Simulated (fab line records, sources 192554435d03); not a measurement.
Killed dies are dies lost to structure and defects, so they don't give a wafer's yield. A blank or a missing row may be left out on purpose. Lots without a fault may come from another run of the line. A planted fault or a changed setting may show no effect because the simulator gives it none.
Which tool did it? | flow n5_finfet | 10 lots, 30 wafers sampled, at 5 steps of a route of 1938

WHAT THE GAUGES READ, wafer by wafer
N5_PASSIVATION_INSPECT_61: inspects for defects (macro).
lot  | measured     | on                | raw_defect_count
L974 | day 11 19:55 | defect_inspect-02 | 2 3 1
L977 | day 12 11:13 | defect_inspect-01 | 2 0 1
L975 | day 12 16:22 | defect_inspect-02 | 0 5 1
L979 | day 12 21:09 | defect_inspect-02 | 2 2 2
L982 | day 13 07:23 | defect_inspect-02 | 3 4 2
L986 | day 14 23:01 | defect_inspect-02 | 2 1 2
L988 | day 15 10:37 | defect_inspect-02 | 50 44 50
L985 | day 15 13:02 | defect_inspect-02 | 45 63 47
L990 | day 16 10:53 | defect_inspect-01 | 2 2 2
L996 | day 17 18:55 | defect_inspect-01 | 1 3 4

WHICH TOOL RAN EACH LOT (tool, then ch and the chambers of the sampled wafers, then the start)
lot  | N5_PASSIVATION_PECVD_00         | N5_MIM_TOP_ALD_01                           | N5_MIM_TOP_ETCH_ETCH_00           | N5_MIM_BOT_ETCH_STRIP_01
L974 | pecvd-03 ch 0,1,2, day 11 10:27 | ald_hk-01 ch 1,2,3, day 11 14:11 or earlier | rie_metal-02 ch 0,1, day 11 14:11 | rie_diel-01 ch 1,2, day 11 15:26
L977 | pecvd-02 ch 0,1,2, day 12 06:17 | ald_hk-03 ch 1,2, day 12 08:56 or earlier   | rie_metal-01 ch 0, day 12 08:56   | rie_diel-06 ch 0,1,2, day 12 10:08
L975 | pecvd-02 ch 0,2, day 12 08:02   | ald_hk-03 ch 0,1,2, day 12 11:45 or earlier | rie_metal-01 ch 0, day 12 11:45   | rie_diel-02 ch 2,3, day 12 13:24
L979 | pecvd-02 ch 1,2, day 12 14:16   | ald_hk-01 ch 0,1,3, day 12 18:37 or earlier | rie_metal-02 ch 0, day 12 18:37   | rie_diel-01 ch 0,1, day 12 19:58
L982 | pecvd-03 ch 1,2, day 13 00:22   | ald_hk-03 ch 0,2,3, day 13 03:39 or earlier | rie_metal-02 ch 0, day 13 03:39   | rie_diel-01 ch 0,2,3, day 13 05:09
L986 | pecvd-03 ch 0,1,2, day 14 17:39 | ald_hk-03 ch 0,2,3, day 14 20:43 or earlier | rie_metal-01 ch 0,1, day 14 20:43 | rie_diel-06 ch 0,3, day 14 21:45
L988 | pecvd-02 ch 1,2, day 15 05:24   | ald_hk-01 ch 0,2,3, day 15 08:02 or earlier | rie_metal-03 ch 1, day 15 08:02   | rie_diel-01 ch 0,1,3, day 15 09:38
L985 | pecvd-03 ch 0,1,2, day 15 06:58 | ald_hk-02 ch 0,3, day 15 08:55 or earlier   | rie_metal-02 ch 1, day 15 08:55   | rie_diel-06 ch 0,3, day 15 10:33
L990 | pecvd-02 ch 0,2, day 16 04:56   | ald_hk-03 ch 1,2,3, day 16 07:26 or earlier | rie_metal-01 ch 0,1, day 16 07:26 | rie_diel-02 ch 0,2, day 16 08:49
L996 | pecvd-03 ch 0,2, day 17 10:47   | ald_hk-03 ch 0,1, day 17 15:39 or earlier   | rie_metal-01 ch 0,1, day 17 15:39 | rie_diel-02 ch 0,2, day 17 17:48
- N5_PASSIVATION_PECVD_00: deposits SiO2 from SiH4/N2O, target thk 200 nm, time 11.2 s.
- N5_MIM_TOP_ALD_01: deposits HfO2, target thk 5.6 nm, pulse time 1 s, purge time 3 s.
- N5_MIM_TOP_ETCH_ETCH_00: etches TiN in Cl2/BCl3, target depth 38.5 nm.
- N5_MIM_BOT_ETCH_STRIP_01: strips in O2.

WHAT THE TOOLS THEMSELVES READ (means of the sampled wafers that have a number; where no wafer has one, the mark that the record gives instead)
N5_PASSIVATION_PECVD_00.
lot  | tool     | heater_power_outer_w (W) | heater_power_w (W) | showerhead_plenum_p_Torr (Torr) | throttle_valve_pct (%)
L974 | pecvd-03 | 368                      | 642                | 8.26                            | 53.4
L977 | pecvd-02 | 427                      | 679                | 8.16                            | 52.4
L975 | pecvd-02 | 375                      | 622                | 8.13                            | 51.4
L979 | pecvd-02 | 430                      | 667                | 8.18                            | 52.5
L982 | pecvd-03 | 374                      | 637                | 8.20                            | 52.1
L986 | pecvd-03 | 376                      | 637                | 8.27                            | 53.9
L988 | pecvd-02 | 372                      | 628                | 8.18                            | 52.7
L985 | pecvd-03 | 369                      | 615                | 8.26                            | 53.8
L990 | pecvd-02 | 394                      | 654                | 8.13                            | 52.6
L996 | pecvd-03 | 424                      | 712                | 8.32                            | 54.0

N5_MIM_TOP_ALD_01.
lot  | tool      | precursor_pulse_height_rel
L974 | ald_hk-01 | 0.981
L977 | ald_hk-03 | 0.998
L975 | ald_hk-03 | 1.010
L979 | ald_hk-01 | 0.988
L982 | ald_hk-03 | 1.002
L986 | ald_hk-03 | 1.029
L988 | ald_hk-01 | 1.002
L985 | ald_hk-02 | 0.979
L990 | ald_hk-03 | 0.985
L996 | ald_hk-03 | 1.012

N5_MIM_TOP_ETCH_ETCH_00.
lot  | tool         | drypump_motor_current_A (A) | oes_product_au (a.u.) | throttle_valve_pct (%)
L974 | rie_metal-02 | 5.5                         | 0.63                  | 23.03
L977 | rie_metal-01 | 5.9                         | 0.76                  | 22.95
L975 | rie_metal-01 | 5.9                         | 0.76                  | 22.95
L979 | rie_metal-02 | 5.4                         | 0.63                  | 23.14
L982 | rie_metal-02 | 5.4                         | 0.63                  | 23.13
L986 | rie_metal-01 | 5.4                         | 0.80                  | 22.85
L988 | rie_metal-03 | 4.8                         | 0.81                  | 22.57
L985 | rie_metal-02 | 5.6                         | 0.96                  | 22.76
L990 | rie_metal-01 | 5.4                         | 0.79                  | 22.87
L996 | rie_metal-01 | 5.4                         | 0.79                  | 22.86

N5_MIM_BOT_ETCH_STRIP_01.
lot  | tool        | chamber_pressure_mTorr (mTorr) | drypump_motor_current_A (A) | oes_product_au (a.u.) | rf_vpp_V (V) | showerhead_plenum_p_Torr (Torr) | throttle_valve_pct (%)
L974 | rie_diel-01 | 30.06                          | 5.8                         | 0.82                  | 3.2          | 2.09                            | 16.75
L977 | rie_diel-06 | 30.03                          | 5.8                         | 0.80                  | 3.4          | 2.14                            | 16.73
L975 | rie_diel-02 | 30.06                          | 5.9                         | 0.85                  | 4.0          | 2.10                            | 16.56
L979 | rie_diel-01 | 30.07                          | 4.8                         | 0.69                  | 3.7          | 2.04                            | 16.85
L982 | rie_diel-01 | 30.03                          | 5.4                         | 0.79                  | 3.3          | 2.06                            | 16.54
L986 | rie_diel-06 | 29.95                          | 5.6                         | 0.77                  | 3.0          | 2.07                            | 16.75
L988 | rie_diel-01 | -                              | -                           | -                     | -            | -                               | -
L985 | rie_diel-06 | -                              | -                           | -                     | -            | -                               | -
L990 | rie_diel-02 | 29.94                          | 5.6                         | 0.80                  | 4.5          | 2.18                            | 16.65
L996 | rie_diel-02 | 29.88                          | 5.7                         | 0.79                  | 3.6          | 2.15                            | 16.68

THE ANSWER, worked out from the rows above alone
Rule: what is usual is taken from the lots themselves. Put in order of their means at a reading, lots are off if they are a third of the lots or fewer, leave a main group of 4 or more, and stand apart from it by a gap of 3 or more times the standard deviation of the main group's means; of several such gaps the widest counts. A main group whose means are all the same, to the digits that the tables above print for the reading, isn't used. A lot without any number at a reading at which 4 lots or more have one is off too. The other lots that the step has rows for count as sound. The gauges are gone through in route order, then the tools' own readings, and for those a lot's mean is taken as printed above. The first step at which some lot is off is used, and at that step the reading that is off furthest; a lot without a number counts as furthest.
Off: L988, L985, at N5_PASSIVATION_INSPECT_61 (raw_defect_count). The main group: mean 2.0, standard deviation 0.56.
A tool fits if, at a process step before that reading, it ran every lot that is off, and no sound lot after the first of them. The gauges at N5_PASSIVATION_INSPECT_61 aren't tried: what is off there is off at N5_MIM_BOT_ETCH_STRIP_01 too, on other tools, and a gauge's error can't cause that. N5_MIM_TOP_ALD_01 gives no start for some lots, so the hours and the order of its lots are those of N5_MIM_TOP_ETCH_ETCH_00. None of those tried fits.

WHAT THE SIMULATOR HAD PUT IN
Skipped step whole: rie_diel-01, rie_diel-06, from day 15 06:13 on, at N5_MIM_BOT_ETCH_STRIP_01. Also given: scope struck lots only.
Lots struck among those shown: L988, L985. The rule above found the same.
